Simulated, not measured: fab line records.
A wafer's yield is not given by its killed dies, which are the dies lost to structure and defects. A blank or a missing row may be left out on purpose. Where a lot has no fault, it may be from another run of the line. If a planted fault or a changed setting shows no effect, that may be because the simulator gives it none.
What tool caused it? || flow nandHarc || Sampling: 13 lots, 39 wafers, 5 of 1159 route steps

WHAT THE GAUGES READ, wafer by wafer
NHARC_END_SORT_01. Usual: killedAtArray 28, standard deviation 8.9; killedAtOther 0.8, standard deviation 1.2; killedAtPeriphery 3.3, standard deviation 2.3; killedDies 32, standard deviation 9.4; killedOpen 3.2, standard deviation 1.8; killedShort 1.9, standard deviation 1.4.
{"lot": "L989", "measured": "day 23 23:56", "on": "prober-01", "killedAtArray": "30 15 375", "killedAtOther": "0 1 0", "killedAtPeriphery": "5 5 0", "killedDies": "35 21 375", "killedOpen": "4 3 2", "killedShort": "2 2 2", "flag": "OFF"}
{"lot": "L987", "measured": "day 24 04:44", "on": "prober-02", "killedAtArray": "28 35 301", "killedAtOther": "0 0 0", "killedAtPeriphery": "10 2 4", "killedDies": "38 37 305", "killedOpen": "1 5 3", "killedShort": "2 0 0", "flag": "OFF"}
{"lot": "L988", "measured": "day 24 07:40", "on": "prober-01", "killedAtArray": "341 32 43", "killedAtOther": "1 0 1", "killedAtPeriphery": "2 1 2", "killedDies": "344 33 46", "killedOpen": "4 2 3", "killedShort": "4 1 5", "flag": "OFF"}

EACH LOT AND THE TOOL THAT RAN IT (in order: tool; ch and the chambers of the sampled wafers; start)
{"lot": "L970", "NHARC_A_STAIRCASE_TRIM_229": "rieDiel-10 ch 0,3, day 10 15:05", "NHARC_A_STAIRCASE_ETCH_232": "rieDiel-10 ch 0,1,3, day 10 15:46 or earlier", "NHARC_A_STAIRCASE_ETCH_234": "rieDiel-10 ch 1,2, day 10 15:46", "NHARC_A_STAIRCASE_STRIP_238": "plasmaAsher-02 ch 0,1, day 10 16:19"}
{"lot": "L973", "NHARC_A_STAIRCASE_TRIM_229": "rieDiel-10 ch 0,3, day 11 13:28", "NHARC_A_STAIRCASE_ETCH_232": "rieDiel-10 ch 0,2,3, day 11 14:11 or earlier", "NHARC_A_STAIRCASE_ETCH_234": "rieDiel-10 ch 2,3, day 11 14:11", "NHARC_A_STAIRCASE_STRIP_238": "plasmaAsher-02 ch 0,1, day 11 14:49"}
{"lot": "L972", "NHARC_A_STAIRCASE_TRIM_229": "rieDiel-05 ch 0,1, day 11 17:53", "NHARC_A_STAIRCASE_ETCH_232": "rieDiel-05 ch 0,1, day 11 18:32 or earlier", "NHARC_A_STAIRCASE_ETCH_234": "rieDiel-05 ch 0,3, day 11 18:32", "NHARC_A_STAIRCASE_STRIP_238": "plasmaAsher-02 ch 0,1, day 11 19:10"}
{"lot": "L974", "NHARC_A_STAIRCASE_TRIM_229": "rieDiel-01 ch 0,2,3, day 12 07:32", "NHARC_A_STAIRCASE_ETCH_232": "rieDiel-01 ch 0,2, day 12 08:10 or earlier", "NHARC_A_STAIRCASE_ETCH_234": "rieDiel-01 ch 1,2, day 12 08:10", "NHARC_A_STAIRCASE_STRIP_238": "plasmaAsher-02 ch 0,1, day 12 08:35"}
{"lot": "L976", "NHARC_A_STAIRCASE_TRIM_229": "rieDiel-05 ch 1,2, day 13 00:59", "NHARC_A_STAIRCASE_ETCH_232": "rieDiel-05 ch 1,2,3, day 13 01:46 or earlier", "NHARC_A_STAIRCASE_ETCH_234": "rieDiel-05 ch 0,1, day 13 01:46", "NHARC_A_STAIRCASE_STRIP_238": "plasmaAsher-02 ch 0,1, day 13 02:13"}
{"lot": "L978", "NHARC_A_STAIRCASE_TRIM_229": "rieDiel-01 ch 0,1,2, day 13 07:08", "NHARC_A_STAIRCASE_ETCH_232": "rieDiel-01 ch 1,2,3, day 13 07:56 or earlier", "NHARC_A_STAIRCASE_ETCH_234": "rieDiel-01 ch 1,2,3, day 13 07:56", "NHARC_A_STAIRCASE_STRIP_238": "plasmaAsher-01 ch 0,1, day 13 08:25"}
{"lot": "L977", "NHARC_A_STAIRCASE_TRIM_229": "rieDiel-10 ch 2,3, day 13 09:47", "NHARC_A_STAIRCASE_ETCH_232": "rieDiel-10 ch 0,1,2, day 13 10:34 or earlier", "NHARC_A_STAIRCASE_ETCH_234": "rieDiel-10 ch 0,3, day 13 10:34", "NHARC_A_STAIRCASE_STRIP_238": "plasmaAsher-01 ch 0,1, day 13 11:05"}
{"lot": "L989", "NHARC_A_STAIRCASE_TRIM_229": "rieDiel-01 ch 1,2,3, day 15 11:02", "NHARC_A_STAIRCASE_ETCH_232": "rieDiel-01 ch 0,1, day 15 11:55 or earlier", "NHARC_A_STAIRCASE_ETCH_234": "rieDiel-01 ch 0,1,3, day 15 11:55", "NHARC_A_STAIRCASE_STRIP_238": "plasmaAsher-02 ch 0,1, day 15 12:56"}
{"lot": "L987", "NHARC_A_STAIRCASE_TRIM_229": "rieDiel-01 ch 0,2,3, day 15 11:56", "NHARC_A_STAIRCASE_ETCH_232": "rieDiel-01 ch 0,2,3, day 15 13:57 or earlier", "NHARC_A_STAIRCASE_ETCH_234": "rieDiel-01 ch 0,2,3, day 15 13:57", "NHARC_A_STAIRCASE_STRIP_238": "plasmaAsher-01 ch 0,1, day 15 14:31"}
{"lot": "L988", "NHARC_A_STAIRCASE_TRIM_229": "rieDiel-01 ch 0,1,2, day 15 17:27", "NHARC_A_STAIRCASE_ETCH_232": "rieDiel-01 ch 0,1,2, day 15 18:25 or earlier", "NHARC_A_STAIRCASE_ETCH_234": "rieDiel-01 ch 0,2,3, day 15 18:25", "NHARC_A_STAIRCASE_STRIP_238": "plasmaAsher-02 ch 0,1, day 15 20:26"}
{"lot": "L990", "NHARC_A_STAIRCASE_TRIM_229": "rieDiel-05 ch 1,2,3, day 16 03:56", "NHARC_A_STAIRCASE_ETCH_232": "rieDiel-05 ch 1,2,3, day 16 04:35 or earlier", "NHARC_A_STAIRCASE_ETCH_234": "rieDiel-05 ch 1,2, day 16 04:35", "NHARC_A_STAIRCASE_STRIP_238": "plasmaAsher-01 ch 0,1, day 16 05:13"}
{"lot": "L991", "NHARC_A_STAIRCASE_TRIM_229": "rieDiel-05 ch 0,1,3, day 16 05:10", "NHARC_A_STAIRCASE_ETCH_232": "rieDiel-05 ch 2,3, day 16 05:47 or earlier", "NHARC_A_STAIRCASE_ETCH_234": "rieDiel-05 ch 0,2,3, day 16 05:47", "NHARC_A_STAIRCASE_STRIP_238": "plasmaAsher-01 ch 0,1, day 16 06:37"}
{"lot": "L992", "NHARC_A_STAIRCASE_TRIM_229": "rieDiel-05 ch 0,3, day 16 18:17", "NHARC_A_STAIRCASE_ETCH_232": "rieDiel-05 ch 0,3, day 16 18:58 or earlier", "NHARC_A_STAIRCASE_ETCH_234": "rieDiel-05 ch 0,2,3, day 16 18:58", "NHARC_A_STAIRCASE_STRIP_238": "plasmaAsher-01 ch 0,1, day 16 19:32"}
- NHARC_A_STAIRCASE_TRIM_229: chemistry O2, time 211.2 s.
- NHARC_A_STAIRCASE_ETCH_232: etches the open film in C4F8/O2, target depth 100 nm, time 40.5 s.
- NHARC_A_STAIRCASE_ETCH_234: etches the open film in C4F8/O2, target depth 100 nm, time 40.5 s.
- NHARC_A_STAIRCASE_STRIP_238: strips in O2.

AS READ BY THE TOOLS THEMSELVES (means over the sampled wafers that have a number; for cases with no such wafer, the mark the record gives instead)
NHARC_A_STAIRCASE_TRIM_229. Usual: drypumpMotorCurrentA 5.5 A, standard deviation 0.4; oesProductAu 1.003 a.u., standard deviation 0.0071; rfVppV 57.9 V, standard deviation 0.8; showerheadPlenumPTorr 3.54 Torr, standard deviation 0.17; throttleValvePct 17.035 %, standard deviation 0.0091.
{"lot": "L970", "tool": "rieDiel-10", "drypumpMotorCurrentA (A)": 5.3, "oesProductAu (a.u.)": 0.998, "rfVppV (V)": 57.3, "showerheadPlenumPTorr (Torr)": 3.46, "throttleValvePct (%)": 17.034, "flag": ""}
{"lot": "L973", "tool": "rieDiel-10", "drypumpMotorCurrentA (A)": 5.3, "oesProductAu (a.u.)": 1.006, "rfVppV (V)": 57.0, "showerheadPlenumPTorr (Torr)": 3.45, "throttleValvePct (%)": 17.040, "flag": ""}
{"lot": "L972", "tool": "rieDiel-05", "drypumpMotorCurrentA (A)": 6.0, "oesProductAu (a.u.)": 0.997, "rfVppV (V)": 57.6, "showerheadPlenumPTorr (Torr)": 3.43, "throttleValvePct (%)": 17.032, "flag": ""}
{"lot": "L974", "tool": "rieDiel-01", "drypumpMotorCurrentA (A)": 5.3, "oesProductAu (a.u.)": 1.003, "rfVppV (V)": 58.1, "showerheadPlenumPTorr (Torr)": 3.35, "throttleValvePct (%)": 17.045, "flag": ""}
{"lot": "L976", "tool": "rieDiel-05", "drypumpMotorCurrentA (A)": 5.5, "oesProductAu (a.u.)": 1.001, "rfVppV (V)": 58.3, "showerheadPlenumPTorr (Torr)": 3.54, "throttleValvePct (%)": 17.034, "flag": ""}
{"lot": "L978", "tool": "rieDiel-01", "drypumpMotorCurrentA (A)": 5.7, "oesProductAu (a.u.)": 1.001, "rfVppV (V)": 57.4, "showerheadPlenumPTorr (Torr)": 3.47, "throttleValvePct (%)": 17.046, "flag": ""}
{"lot": "L977", "tool": "rieDiel-10", "drypumpMotorCurrentA (A)": 5.9, "oesProductAu (a.u.)": 1.003, "rfVppV (V)": 57.7, "showerheadPlenumPTorr (Torr)": 3.68, "throttleValvePct (%)": 17.048, "flag": ""}
{"lot": "L989", "tool": "rieDiel-01", "drypumpMotorCurrentA (A)": 5.5, "oesProductAu (a.u.)": 1.008, "rfVppV (V)": 58.4, "showerheadPlenumPTorr (Torr)": 3.60, "throttleValvePct (%)": 17.035, "flag": ""}
{"lot": "L987", "tool": "rieDiel-01", "drypumpMotorCurrentA (A)": 5.4, "oesProductAu (a.u.)": 1.013, "rfVppV (V)": 57.3, "showerheadPlenumPTorr (Torr)": 3.51, "throttleValvePct (%)": 17.036, "flag": ""}
{"lot": "L988", "tool": "rieDiel-01", "drypumpMotorCurrentA (A)": 5.7, "oesProductAu (a.u.)": 1.005, "rfVppV (V)": 57.5, "showerheadPlenumPTorr (Torr)": 3.46, "throttleValvePct (%)": 17.034, "flag": ""}
{"lot": "L990", "tool": "rieDiel-05", "drypumpMotorCurrentA (A)": 5.4, "oesProductAu (a.u.)": 1.006, "rfVppV (V)": 57.9, "showerheadPlenumPTorr (Torr)": 3.49, "throttleValvePct (%)": 17.032, "flag": ""}
{"lot": "L991", "tool": "rieDiel-05", "drypumpMotorCurrentA (A)": 5.7, "oesProductAu (a.u.)": 0.998, "rfVppV (V)": 58.2, "showerheadPlenumPTorr (Torr)": 3.58, "throttleValvePct (%)": 17.036, "flag": ""}
{"lot": "L992", "tool": "rieDiel-05", "drypumpMotorCurrentA (A)": 5.4, "oesProductAu (a.u.)": 0.999, "rfVppV (V)": 57.8, "showerheadPlenumPTorr (Torr)": 3.56, "throttleValvePct (%)": 17.034, "flag": ""}

NHARC_A_STAIRCASE_ETCH_232. Usual: oesProductAu 0.944 a.u., standard deviation 0.013; rfVppV 896 V, standard deviation 6.2.
{"lot": "L970", "tool": "rieDiel-10", "oesProductAu (a.u.)": 0.946, "rfVppV (V)": 899, "flag": ""}
{"lot": "L973", "tool": "rieDiel-10", "oesProductAu (a.u.)": 0.937, "rfVppV (V)": 898, "flag": ""}
{"lot": "L972", "tool": "rieDiel-05", "oesProductAu (a.u.)": 0.950, "rfVppV (V)": 889, "flag": ""}
{"lot": "L974", "tool": "rieDiel-01", "oesProductAu (a.u.)": 0.932, "rfVppV (V)": 891, "flag": ""}
{"lot": "L976", "tool": "rieDiel-05", "oesProductAu (a.u.)": 0.951, "rfVppV (V)": 895, "flag": ""}
{"lot": "L978", "tool": "rieDiel-01", "oesProductAu (a.u.)": 0.925, "rfVppV (V)": 892, "flag": ""}
{"lot": "L977", "tool": "rieDiel-10", "oesProductAu (a.u.)": 0.938, "rfVppV (V)": 899, "flag": ""}
{"lot": "L989", "tool": "rieDiel-01", "oesProductAu (a.u.)": 0.938, "rfVppV (V)": 893, "flag": ""}
{"lot": "L987", "tool": "rieDiel-01", "oesProductAu (a.u.)": 0.939, "rfVppV (V)": 896, "flag": ""}
{"lot": "L988", "tool": "rieDiel-01", "oesProductAu (a.u.)": 0.951, "rfVppV (V)": 894, "flag": ""}
{"lot": "L990", "tool": "rieDiel-05", "oesProductAu (a.u.)": 0.949, "rfVppV (V)": 895, "flag": ""}
{"lot": "L991", "tool": "rieDiel-05", "oesProductAu (a.u.)": 0.971, "rfVppV (V)": 894, "flag": ""}
{"lot": "L992", "tool": "rieDiel-05", "oesProductAu (a.u.)": 0.952, "rfVppV (V)": 901, "flag": ""}

NHARC_A_STAIRCASE_ETCH_234. Usual: oesProductAu 0.945 a.u., standard deviation 0.0099; rfVppV 897 V, standard deviation 6.5.
{"lot": "L970", "tool": "rieDiel-10", "oesProductAu (a.u.)": 0.940, "rfVppV (V)": 905, "flag": ""}
{"lot": "L973", "tool": "rieDiel-10", "oesProductAu (a.u.)": 0.945, "rfVppV (V)": 901, "flag": ""}
{"lot": "L972", "tool": "rieDiel-05", "oesProductAu (a.u.)": 0.955, "rfVppV (V)": 890, "flag": ""}
{"lot": "L974", "tool": "rieDiel-01", "oesProductAu (a.u.)": 0.933, "rfVppV (V)": 893, "flag": ""}
{"lot": "L976", "tool": "rieDiel-05", "oesProductAu (a.u.)": 0.940, "rfVppV (V)": 889, "flag": ""}
{"lot": "L978", "tool": "rieDiel-01", "oesProductAu (a.u.)": 0.944, "rfVppV (V)": 892, "flag": ""}
{"lot": "L977", "tool": "rieDiel-10", "oesProductAu (a.u.)": 0.937, "rfVppV (V)": 893, "flag": ""}
{"lot": "L989", "tool": "rieDiel-01", "oesProductAu (a.u.)": 0.987, "rfVppV (V)": 899, "flag": "OFF"}
{"lot": "L987", "tool": "rieDiel-01", "oesProductAu (a.u.)": 0.995, "rfVppV (V)": 895, "flag": "OFF"}
{"lot": "L988", "tool": "rieDiel-01", "oesProductAu (a.u.)": 0.979, "rfVppV (V)": 895, "flag": "OFF"}
{"lot": "L990", "tool": "rieDiel-05", "oesProductAu (a.u.)": 0.950, "rfVppV (V)": 895, "flag": ""}
{"lot": "L991", "tool": "rieDiel-05", "oesProductAu (a.u.)": 0.956, "rfVppV (V)": 898, "flag": ""}
{"lot": "L992", "tool": "rieDiel-05", "oesProductAu (a.u.)": 0.959, "rfVppV (V)": 898, "flag": ""}

NHARC_A_STAIRCASE_STRIP_238. Usual: drypumpMotorCurrentA 6.1 A, standard deviation 0.43; heaterPowerW 331 W, standard deviation 22; rfReflPowerW 27 W, standard deviation 8.1.
{"lot": "L970", "tool": "plasmaAsher-02", "drypumpMotorCurrentA (A)": 5.8, "heaterPowerW (W)": 335, "rfReflPowerW (W)": 21, "flag": ""}
{"lot": "L973", "tool": "plasmaAsher-02", "drypumpMotorCurrentA (A)": 5.7, "heaterPowerW (W)": 313, "rfReflPowerW (W)": 22, "flag": ""}
{"lot": "L972", "tool": "plasmaAsher-02", "drypumpMotorCurrentA (A)": 5.7, "heaterPowerW (W)": 321, "rfReflPowerW (W)": 21, "flag": ""}
{"lot": "L974", "tool": "plasmaAsher-02", "drypumpMotorCurrentA (A)": 5.8, "heaterPowerW (W)": 335, "rfReflPowerW (W)": "-", "flag": "OFF"}
{"lot": "L976", "tool": "plasmaAsher-02", "drypumpMotorCurrentA (A)": 5.8, "heaterPowerW (W)": 334, "rfReflPowerW (W)": 21, "flag": ""}
{"lot": "L978", "tool": "plasmaAsher-01", "drypumpMotorCurrentA (A)": 6.6, "heaterPowerW (W)": 342, "rfReflPowerW (W)": "-", "flag": "OFF"}
{"lot": "L977", "tool": "plasmaAsher-01", "drypumpMotorCurrentA (A)": 6.5, "heaterPowerW (W)": 341, "rfReflPowerW (W)": 36, "flag": ""}
{"lot": "L989", "tool": "plasmaAsher-02", "drypumpMotorCurrentA (A)": 5.7, "heaterPowerW (W)": 316, "rfReflPowerW (W)": "-", "flag": "OFF"}
{"lot": "L987", "tool": "plasmaAsher-01", "drypumpMotorCurrentA (A)": 6.6, "heaterPowerW (W)": 342, "rfReflPowerW (W)": 31, "flag": ""}
{"lot": "L988", "tool": "plasmaAsher-02", "drypumpMotorCurrentA (A)": 5.7, "heaterPowerW (W)": 313, "rfReflPowerW (W)": 22, "flag": ""}
{"lot": "L990", "tool": "plasmaAsher-01", "drypumpMotorCurrentA (A)": 6.6, "heaterPowerW (W)": 344, "rfReflPowerW (W)": 32, "flag": ""}
{"lot": "L991", "tool": "plasmaAsher-01", "drypumpMotorCurrentA (A)": 6.6, "heaterPowerW (W)": 342, "rfReflPowerW (W)": 31, "flag": ""}
{"lot": "L992", "tool": "plasmaAsher-01", "drypumpMotorCurrentA (A)": 6.6, "heaterPowerW (W)": 344, "rfReflPowerW (W)": 31, "flag": ""}

THE ANSWER, worked out from the rows above alone
Rule: a lot is off if the mean of its wafers that have a number lies more than 3 standard deviations from the usual mean. Also off: a lot with no number at a reading for which 4 or more lots have one. Where the step has rows for the other lots, those lots are counted as sound. First the gauges in route order, then the tools' own readings, where a lot's mean is used as printed above. The first step at which some lot is off is used, and at that step the reading that is off furthest; a lot without a number counts as furthest.
Off: L989, L987, L988 (NHARC_END_SORT_01, killedAtArray). Neither off nor sound, because the step has no rows for them: L970, L973, L972, L974, L976, L978, L977, L990, L991, L992.
If a tool, at a process step before that reading, ran all the lots that are off and no sound lot after the first of them, it fits. Not tried: the gauges at NHARC_END_SORT_01; whatever is off there is also off at NHARC_A_STAIRCASE_ETCH_234, on other tools, and gauge error can't account for it. NHARC_A_STAIRCASE_ETCH_232 gives no start for some lots, so the hours and the order of its lots are those of NHARC_A_STAIRCASE_ETCH_234. One fits: NHARC_A_STAIRCASE_TRIM_229 and NHARC_A_STAIRCASE_ETCH_232 and NHARC_A_STAIRCASE_ETCH_234 on rieDiel-01. It ran no sound lot before its first lot that is off in this sample, so the start can't be narrowed down.

WHAT THE SIMULATOR PUT IN
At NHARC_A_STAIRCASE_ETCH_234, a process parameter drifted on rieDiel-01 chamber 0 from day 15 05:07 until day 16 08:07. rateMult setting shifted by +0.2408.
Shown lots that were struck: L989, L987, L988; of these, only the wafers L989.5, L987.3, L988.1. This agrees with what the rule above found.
